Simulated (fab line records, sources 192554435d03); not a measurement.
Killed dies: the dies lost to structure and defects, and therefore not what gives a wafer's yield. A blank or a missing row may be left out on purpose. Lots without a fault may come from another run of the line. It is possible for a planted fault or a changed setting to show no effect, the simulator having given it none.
Struck lot and sound lot, side by side | flow n5 finfet | 16 out of 1938 route steps
Sound: these wafers, L258.3, L258.5, L258.6. Struck: wafers L271.1, L271.2. (L271.3 of the same lot was not struck and is left out.) The cause comes at the end.
For every step that has rows: the tool of each side, followed by ch and its chambers, followed by its first start. Under that, the readings that differ: sound wafers | struck wafers | difference of the means | sigmas: that difference in standard deviations of wafers without a fault.
alike: words and numbers the same on both sides, and readings whose means are apart by under 2 such deviations; not compared: readings that were withheld, readings missing a value for some wafer, numbers with overlapping values and no deviation given by the record, and bounds like >300 which may hide the same value.
Wherever a step has rows on one side only, a row that says differs or no value, or a row with sigmas, the two part there. Numbers that don't overlap but have no deviation are shown without sigmas and don't part them. Lack of a reading on every wafer of one side parts them only where that side has two or more wafers.

N5_BEOL_M4_ETCH_41: etches SiCN in CH3F/O2, target depth 29.9 nm, time 52.5 s.
  sound: rie diel-05 ch 2,3; struck: rie diel-04 ch 2,3
  reading               | sound             | struck      | difference | sigmas
  CH3F_flow_sccm (sccm) | 29.80 30.03 29.81 | 30.25 30.03 | +0.26      | +3
  alike: O2_flow_sccm, drypump motor current A, oes product au, rf fwd power W, rf vpp V, showerhead plenum p Torr, throttle valve pct
  not compared: rf hours counter h
then, 1 step without rows for these wafers: N5_BEOL_M4_STRIP_97 (strips in N2/H2, time 10 s).
N5_BEOL_M4_OCD_MEAS_38:
  sound on ocd-01 at day 8 21:28; struck on ocd-01 at day 11 17:55
  alike: trench depth nm
then, 4 steps without rows for these wafers: N5_BEOL_M4_HM_STRIP_39 (strips TiN in peroxide tin strip, target depth 25 nm, time 158 s); N5_BEOL_M4_SRD_40 (time 30 s); N5_BEOL_M4_PRECLEAN_42 (cleans in residue remover, time 60 s); N5_BEOL_M4_SRD_43 (time 30 s).
N5_BEOL_M4_CD_MEAS_35: target cd 18 nm, target cd y 22.4 nm.
  sound on cd sem-01 at day 8 21:38; struck on cd sem-02 at day 11 18:04
  alike: cd nm
then, 1 step without rows for these wafers: N5_BEOL_M4_DEGAS_44 (time 60 s).
N5_BEOL_M4_PRE_CLEAN_45: time 30 s.
  sound on pvd sputter-03 at day 8 21:55; struck on pvd sputter-02 at day 11 18:31
  alike: heater power w
N5_BEOL_M4_ALD_84: deposits TaN, pulse time 2 s, purge time 3 s, co reactant purge time 2 s.
  sound on ald metal-01 ch 0,1, day 8 22:00; struck on ald metal-03 ch 2,3, day 11 18:34
  alike: heater power w
N5_BEOL_M4_SURFACE_TREAT_85:
  sound on pvd sputter-03 at day 8 22:17; struck on pvd sputter-03 at day 11 18:49
  not compared: throttle valve pct
N5_BEOL_M4_CVD_47: deposits Co from CCTBA/H2, target thk 3 nm, time 223.8 s.
  sound on cvd co-02 ch 0,1,2, day 8 22:20; struck on cvd co-02 ch 1,2, day 11 18:52
  reading          | sound             | struck      | difference | sigmas
  run length s (s) | 247.2 245.7 247.1 | 249.5 250.0 | +3.1       | +5
N5_BEOL_M4_SPUTTER_48: material Cu, target thk 4.5 nm, time 8.29 s.
  sound on pvd sputter-02 at day 9 00:10; struck on pvd sputter-03 at day 11 19:07
  alike: chuck sensor temp C, throttle valve pct
N5_BEOL_M4_RC_MEAS_101:
  sound on prober-01 ch 0, day 9 03:19; struck on prober-02 ch 0, day 11 21:58
  reading        | sound             | struck      | difference | sigmas
  IOFF_P (nA/um) | 0.164 0.215 0.192 | 0.273 0.260 | +0.076     | +3
  VT_P (mV)      | -253 -250 -253    | -245 -245   | +7         | +2
  alike: DIBL_N, DIBL_P, IOFF_N, ION_N, ION_P, SS_N, SS_P, VT_N
-- the record jumps here: 4 days lie between the struck wafers' starts before and after (it left off in module BEOL_M4 and takes up again in module PASSIVATION, whose first step shown is number 1936 of the route) --
N5_PASSIVATION_PROBE_49:
  sound on prober-02 at day 13 04:57; struck on prober-02 at day 16 02:47
  alike: defect limited yield, killed_at_M0_to_M3, killed_at_M4_up, killed at contacts, killed at front end, killed at other, killed dies, killed on rim, killed open, killed short, sort_bin_5_function, sort_bin_6_memory, sort n pass, sort yield pct

== WHERE THEY PART ==
At N5_BEOL_M4_ETCH_41 first; at N5_BEOL_M4_RC_MEAS_101 last (within this record only). Later steps at which nothing parts them and some readings are alike: N5_PASSIVATION_PROBE_49.

WHY: what the simulator had put in
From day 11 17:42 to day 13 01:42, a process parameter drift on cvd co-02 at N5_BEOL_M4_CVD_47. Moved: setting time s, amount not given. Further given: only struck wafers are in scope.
